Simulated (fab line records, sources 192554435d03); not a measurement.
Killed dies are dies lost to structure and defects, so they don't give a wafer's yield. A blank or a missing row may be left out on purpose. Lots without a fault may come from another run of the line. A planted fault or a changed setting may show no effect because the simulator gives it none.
Chamber matching | flow n5_finfet | N5_BEOL_M2_VIA_ETCH_34 on rie_diel-02: 4 sister chambers
The step etches the open film in C4F6/O2, target depth 69.4 nm, time 65.9 s. 8 wafers are shown with their chamber, then 11 later ones without.

WAFERS WITH THEIR CHAMBER
wafer  | chamber | drypump_motor_current_A (A) | throttle_valve_pct (%)
L083.1 | 1       | 5.6                         | 30.96
L083.6 | 1       | 5.7                         | 30.98
L085.3 | 3       | 5.8                         | 30.78
L085.6 | 3       | 5.8                         | 30.78
L092.2 | 2       | 4.9                         | 31.00
L092.3 | 0       | 6.2                         | 30.70
L092.4 | 0       | 6.2                         | 30.68
L088.3 | 2       | 4.9                         | 31.02

WAFERS WITHOUT THEIR CHAMBER
wafer  | drypump_motor_current_A (A) | throttle_valve_pct (%)
L088.5 | 4.9                         | 31.01
L088.6 | 5.7                         | 30.99
L095.1 | 4.9                         | 31.03
L095.4 | 5.7                         | 31.01
L095.6 | 5.8                         | 30.59
L079.1 | 4.9                         | 31.02
L079.2 | 5.7                         | 31.01
L079.6 | 6.2                         | 30.70
L097.1 | 4.9                         | 31.04
L097.2 | 5.8                         | 30.58
L097.6 | 4.9                         | 31.02

WHICH CHAMBER EACH WENT THROUGH
wafer  | from the rows above     | in truth
L088.5 | 2                       | 2
L088.6 | 1                       | 1
L095.1 | 2                       | 2
L095.4 | 1                       | 1
L095.6 | can't be placed: 0 or 3 | 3
L079.1 | 2                       | 2
L079.2 | 1                       | 1
L079.6 | 0                       | 0
L097.1 | 2                       | 2
L097.2 | can't be placed: 0 or 3 | 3
L097.6 | 2                       | 2
Placed correctly: 9 of 11. Can't be placed from these rows: 2 (the true chamber is among the candidates in 2). Placed wrongly: 0.
How it was worked out, from the rows above alone: a wafer's distance from a chamber is the root of the sum, over the readings, of the square of ((its reading less the chamber's mean) divided by the reading's scatter). The wafer belongs to the nearest chamber; if the next one is less than 2 further off, it can't be placed. A chamber's mean is the mean of its shown wafers. The scatter: the root of (the sum of the squares of (reading less its chamber's mean) over the shown wafers, divided by (wafers less chambers)).
